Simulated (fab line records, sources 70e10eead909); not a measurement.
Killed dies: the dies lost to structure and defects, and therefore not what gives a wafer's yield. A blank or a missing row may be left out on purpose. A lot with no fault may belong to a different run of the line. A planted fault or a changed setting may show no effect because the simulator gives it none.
Matching of chambers | flow nandHarc | NHARC_P_M0_ETCH_34 on rieDiel-02 has 4 sister chambers
The step etches the open film in N2/H2, target depth 40 nm, overetch 12 nm, time 43.94 s. 4 wafers are shown with their chamber, then 7 later ones without.

WAFERS PAIRED WITH THEIR CHAMBERS
wafer  | chamber | showerheadPlenumPTorr (Torr)
L117.2 | 1       | 2.16
L117.3 | 0       | 1.92
L119.1 | 2       | 2.04
L119.5 | 3       | 1.99

WAFERS WITH NO CHAMBER GIVEN
wafer  | showerheadPlenumPTorr (Torr)
L119.6 | 2.04
L120.1 | 1.92
L120.2 | 1.99
L120.3 | 2.16
L123.1 | 1.98
L123.3 | 2.16
L123.6 | 2.04

EACH ONE'S CHAMBER
wafer  | from the rows above | in truth
L119.6 | 2                   | 2
L120.1 | 0                   | 0
L120.2 | 3                   | 3
L120.3 | 1                   | 1
L123.1 | 3                   | 3
L123.3 | 1                   | 1
L123.6 | 2                   | 2
Correctly placed: 7 of 7. Can't be placed from these rows: 0. Number placed wrongly: 0.
How it was worked out, from the rows above alone: a wafer's distance from a chamber is the root of the sum, over the readings, of the square of ((its reading less the chamber's mean) divided by the reading's scatter). The wafer belongs to the nearest chamber; if the next one is less than 2 further off, it can't be placed. A chamber's mean is the mean of its shown wafers. The scatter (one wafer shown for each chamber): square how far every hidden wafer sits from the nearest shown wafer, average those squares and take the square root.
